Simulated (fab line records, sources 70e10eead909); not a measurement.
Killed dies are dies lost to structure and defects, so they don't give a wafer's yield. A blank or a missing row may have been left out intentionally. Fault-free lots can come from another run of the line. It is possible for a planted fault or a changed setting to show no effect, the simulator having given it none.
fab line records -- flow nand_harc
record: lots: 6, wafers: 18, last_day: 34
route steps=1302 shown A_M1@1200 A_BONDPAD@1202
lots untouched by any fault: they come from a run of this same line in which no faults occurred
start_h: the number of hours between the record's first day and the start of the first shown wafer of the lot -- wait_h: hours since the lot's step before -- " as in the row above -- L1.1+2: one row covering several wafers at once -- - value missing, or start not given -- * or withheld: withheld -- < > ~ a bound
route shown NAME@n: names a module that has steps shown in the file, with the first one's number in the route -- usual: average and standard deviation across the fault-free wafers -- same: alike in all rows -- chamber/n: place in a boat -- sites: per-site readings -- _std_site: how widely they spread, as a standard deviation -- _edge_site: outer sites' mean less inner sites' -- radius_mm: how far each site lies from the wafer's centre -- mask NAME#n: copy n -- behind: the last tool/chamber to shape the wafer -- hold: the reason the lot was held/the length of the hold in hours/how it ended -- device: which transistor (n, p or np) failed to switch -- end of line: tests of these same wafers at the route's end -- for a step that has no rows: nothing shown but its recipe -- killed: not the wafer's yield, but the dies lost to structure and defects at the first sort -- map: shows each die of a wafer: x if killed, . if not, _ if none is there
set.NAME: setting as actually run; set.NAME@STEP: the setting as run at that earlier step -- model.NAME: the simulator's own value behind a step, which no gauge read
certain route steps with their lots: each step a table, each wafer a row
services: from which hour (start_h, from the record's first day; less than 0 if before it) a tool's chamber was out of use, for how many hours, and why
== steps ==
step: NHARC_A_M1_PRE_CLEAN_32
recipe: time_s: 12, temp_c: 370, rf_power_w: 300, gas: NH3
usual: heater_power_w: 652/48
lot.wafer,tool,chamber,start_h,wait_h,heater_power_w
L425.1,pecvd-02,0,551.35,0.1,638
L425.5,pecvd-02,1,551.35,0.1,593
L425.4,pecvd-02,2,551.35,0.1,641
L430.2,pecvd-03,2,582.35,0.1,741
L430.6,pecvd-03,1,582.35,0.1,652
L430.5,pecvd-03,2,582.35,0.1,755
L434.1,pecvd-03,2,615.31,0.1,694
L434.3,pecvd-03,0,615.31,0.1,609
L434.6,pecvd-03,2,615.31,0.1,668
L433.3,pecvd-01,2,620.89,0.1,697
L433.6,pecvd-01,1,620.89,0.1,629
L433.4,pecvd-01,0,620.89,0.1,627
L448.3,pecvd-03,0,764.19,0.1,658
L448.4,pecvd-03,1,764.19,0.1,626
L448.6,pecvd-03,2,764.19,0.1,640
L447.1,pecvd-03,2,772.30,0.1,710
L447.6,pecvd-03,1,772.30,0.1,678
L447.4,pecvd-03,2,772.30,0.1,722
step: NHARC_A_M1_DEP_33
recipe: target_thk_a: 300, temp_c: 370, target_thk_nm: 30, pressure_torr: 3, flow_sccm: 200, rf_w: 450, material: SiCN
usual: heater_power_w: 597/41
lot.wafer,tool,chamber,start_h,wait_h,heater_power_w
L425.1,pecvd-02,0,551.49,0.1,584
L425.5,pecvd-02,1,551.49,0.1,548
L425.4,pecvd-02,2,551.49,0.1,628
L430.2,pecvd-03,2,582.49,0.1,634
L430.6,pecvd-03,1,582.49,0.1,550
L430.5,pecvd-03,2,582.49,0.1,625
L434.1,pecvd-03,2,615.42,0.1,678
L434.3,pecvd-03,0,615.42,0.1,597
L434.6,pecvd-03,2,615.42,0.1,697
L433.3,pecvd-01,2,621.00,0.1,603
L433.6,pecvd-01,1,621.00,0.1,668
L433.4,pecvd-01,0,621.00,0.1,621
L448.3,pecvd-03,0,764.33,0.1,607
L448.4,pecvd-03,1,764.33,0.1,651
L448.6,pecvd-03,2,764.33,0.1,642
L447.1,pecvd-03,2,772.43,0.1,548
L447.6,pecvd-03,1,772.43,0.1,594
L447.4,pecvd-03,2,772.43,0.1,564
step: NHARC_A_BONDPAD_DEP_00
recipe: target_thk_a: 2500, temp_c: 370, target_thk_nm: 250, pressure_torr: 3, flow_sccm: 200, rf_w: 450, material: SiCN
usual: heater_power_w: 558/70
lot.wafer,tool,chamber,start_h,wait_h,heater_power_w
L425.1,pecvd-01,2,551.96,-,575
L425.4,pecvd-01,2,551.96,-,568
L425.5,pecvd-01,1,551.96,-,634
L430.2,pecvd-03,2,-,-,664
L430.6,pecvd-03,1,-,-,647
L430.5,pecvd-03,0,-,-,580
L434.1,pecvd-04,2,615.93,-,615
L434.3,pecvd-04,1,615.93,-,529
L434.6,pecvd-04,1,615.93,-,417
L433.3,pecvd-04,2,621.60,-,565
L433.4,pecvd-04,0,621.60,-,450
L433.6,pecvd-04,2,621.60,-,593
L448.3,pecvd-04,0,764.79,-,560
L448.6,pecvd-04,1,764.79,-,434
L448.4,pecvd-04,2,764.79,-,492
L447.1,pecvd-03,0,-,-,600
L447.6,pecvd-03,0,-,-,623
L447.4,pecvd-03,1,-,-,621
step: NHARC_A_BONDPAD_CMP_29
recipe: target_thk_nm: 200, material: SiCN
usual: motor_current_A: 12.4/1.2, pad_life_wafers: 182/110
lot.wafer,tool,chamber,start_h,wait_h,motor_current_A,pad_life_wafers
L425.4,cmp-03,2,552.40,-,13.0,379
L425.1,cmp-03,0,552.40,-,13.0,381
L425.5,cmp-03,2,552.40,-,13.5,-
L430.2,cmp-02,3,583.36,-,10.9,180
L430.6,cmp-02,3,583.36,-,10.1,-
L430.5,cmp-02,0,583.36,-,12.2,-
L434.3,cmp-04,0,616.34,-,13.5,36
L434.1,cmp-04,1,616.34,-,12.1,37
L434.6,cmp-04,1,616.34,-,11.1,-
L433.3,cmp-02,1,621.94,-,11.4,325
L433.4,cmp-02,3,621.94,-,10.6,327
L433.6,cmp-02,0,621.94,-,12.2,-
L448.3,cmp-03,1,765.22,-,11.0,61
L448.4,cmp-03,3,765.22,-,13.2,63
L448.6,cmp-03,1,765.22,-,10.9,-
L447.1,cmp-04,0,773.31,-,13.2,276
L447.4,cmp-04,2,773.31,-,11.7,278
L447.6,cmp-04,0,773.31,-,14.2,-
step: NHARC_A_BONDPAD_THK_MEAS_30
recipe: thk_meas_gauge: ellipsometry
usual: thk_nm: 199.9/1.4
lot.wafer,tool,chamber,start_h,wait_h,thk_nm
L425.1,film_metro-02,-,552.62,0.2,201.4
L425.4,film_metro-02,-,552.62,0.2,199.0
L425.5,film_metro-02,-,552.62,0.2,203.7
L430.2,film_metro-01,-,583.61,0.2,198.2
L430.5,film_metro-01,-,583.61,0.2,199.9
L430.6,film_metro-01,-,583.61,0.2,199.5
L434.1,film_metro-02,-,616.59,0.2,203.3
L434.3,film_metro-02,-,616.59,0.2,198.6
L434.6,film_metro-02,-,616.59,0.2,198.7
L433.3,film_metro-02,-,622.17,0.2,198.6
L433.4,film_metro-02,-,622.17,0.2,199.6
L433.6,film_metro-02,-,622.17,0.2,198.1
L448.3,film_metro-02,-,765.45,0.2,199.9
L448.4,film_metro-02,-,765.45,0.2,201.7
L448.6,film_metro-02,-,765.45,0.2,201.0
L447.1,film_metro-01,-,773.56,0.2,198.6
L447.4,film_metro-01,-,773.56,0.2,198.1
L447.6,film_metro-01,-,773.56,0.2,198.8
step: NHARC_A_BONDPAD_SRD_31
step: NHARC_A_BONDPAD_DEHYDRATE_01
recipe: temp_c: 150, time_s: 120
step: NHARC_A_BONDPAD_HMDS_02
recipe: time_s: 30
step: NHARC_A_BONDPAD_COAT_33
recipe: temp_c: 200, time_s: 65
step: NHARC_A_BONDPAD_COAT_03
recipe: spin_rpm: 2000, resist_thk_nm: 600
step: NHARC_A_BONDPAD_SOFTBAKE_04
recipe: temp_c: 125, time_s: 70
step: NHARC_A_BONDPAD_EBR_05
step: NHARC_A_BONDPAD_EXPOSE_06
recipe: na: 0.55, dose_mj: 36.99, mask_id: A_BPAD
usual: exposure_dose_mJ_cm2: 36.95/0.048, focus_offset_nm: 0.0/0.51
lot.wafer,tool,chamber,start_h,wait_h,mask,exposure_dose_mJ_cm2,focus_offset_nm
L425.1,krf_scanner-03,0,553.04,-,A_BPAD#0,36.95,0.9
L425.4,krf_scanner-03,0,553.04,-,A_BPAD#0,36.98,0.4
L425.5,krf_scanner-03,0,553.04,-,A_BPAD#0,36.95,0.1
L430.2,krf_scanner-02,0,584.03,-,A_BPAD#0,37.02,-0.4
L430.5,krf_scanner-02,0,584.03,-,A_BPAD#0,37.00,0.0
L430.6,krf_scanner-02,0,584.03,-,A_BPAD#0,37.05,-0.4
L434.1,krf_scanner-02,-,617.00,-,A_BPAD#0,-,-
L434.3,krf_scanner-02,-,617.00,-,A_BPAD#0,-,-
L434.6,krf_scanner-02,-,617.00,-,A_BPAD#0,-,-
L433.3,krf_scanner-02,-,622.47,-,A_BPAD#0,-,-
L433.4,krf_scanner-02,-,622.47,-,A_BPAD#0,-,-
L433.6,krf_scanner-02,-,622.47,-,A_BPAD#0,-,-
L448.3,krf_scanner-04,0,765.87,-,A_BPAD#0,36.96,-0.1
L448.4,krf_scanner-04,0,765.87,-,A_BPAD#0,36.99,0.2
L448.6,krf_scanner-04,0,765.87,-,A_BPAD#0,37.01,0.2
L447.1,krf_scanner-03,0,773.85,-,A_BPAD#0,36.89,-0.1
L447.4,krf_scanner-03,0,773.85,-,A_BPAD#0,36.84,0.3
L447.6,krf_scanner-03,0,773.85,-,A_BPAD#0,36.85,-0.1
step: NHARC_A_BONDPAD_PEB_07
recipe: peb_temp_c: 128, peb_time_s: 80
== services ==
tool,chamber,start_h,hours,kind
pecvd-03,-,547.08,13.0,pm
cmp-03,-,555.61,4.0,pm
krf_scanner-03,-,568.00,4.0,pm
cmp-02,-,574.13,0.9,repair
pecvd-04,-,582.43,0.5,repair
pecvd-02,-,589.66,13.0,pm
cmp-02,-,595.68,1.2,repair
krf_scanner-03,-,598.35,0.4,repair
cmp-04,-,601.16,4.0,pm
pecvd-02,-,605.25,0.8,repair
krf_scanner-02,-,610.00,4.0,pm
cmp-03,-,611.67,2.2,repair
pecvd-04,2,622.94,3.1,repair
cmp-02,-,624.94,4.0,pm
pecvd-04,-,631.08,13.0,pm
cmp-03,-,653.61,4.0,pm
pecvd-01,-,673.93,13.0,pm
cmp-04,-,699.16,4.0,pm
cmp-02,-,722.94,4.0,pm
pecvd-03,-,728.08,13.0,pm
krf_scanner-03,-,740.00,4.0,pm
pecvd-04,0,746.54,6.8,repair
cmp-03,-,751.61,4.0,pm
cmp-02,-,763.89,2.2,repair
== key ==
first_sign: step: NHARC_A_BONDPAD_EXPOSE_06, reading: tool_record, direction: missing
effect none on later readings
met_at NHARC_A_BONDPAD_EXPOSE_06
struck_wafers L433.3,L433.4,L433.6,L434.1,L434.3,L434.6
later_rows_left_out L433.3,L433.4,L433.6,L434.1,L434.3,L434.6
sort_left_out L433.3,L433.4,L433.6,L434.1,L434.3,L434.6
onset_between 584.03 617.00
earlier_fault: kind: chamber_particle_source, tool: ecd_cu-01, chamber: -, onset_h: 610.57, steps: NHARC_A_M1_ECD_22, rate_per_visit_cm2: 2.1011
fault: kind: skipped_step_whole, tool: krf_scanner-02, chamber: -, onset_h: 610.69, steps: NHARC_A_BONDPAD_EXPOSE_06, scope: struck_lots_only
sort_left_out: the simulated sort isn't trusted on such a fault, so these wafers' sort isn't shown, and their yield isn't known
later_rows_left_out: the simulator's readings of these wafers behind a module that went badly wrong aren't trusted and aren't shown, but for the sort
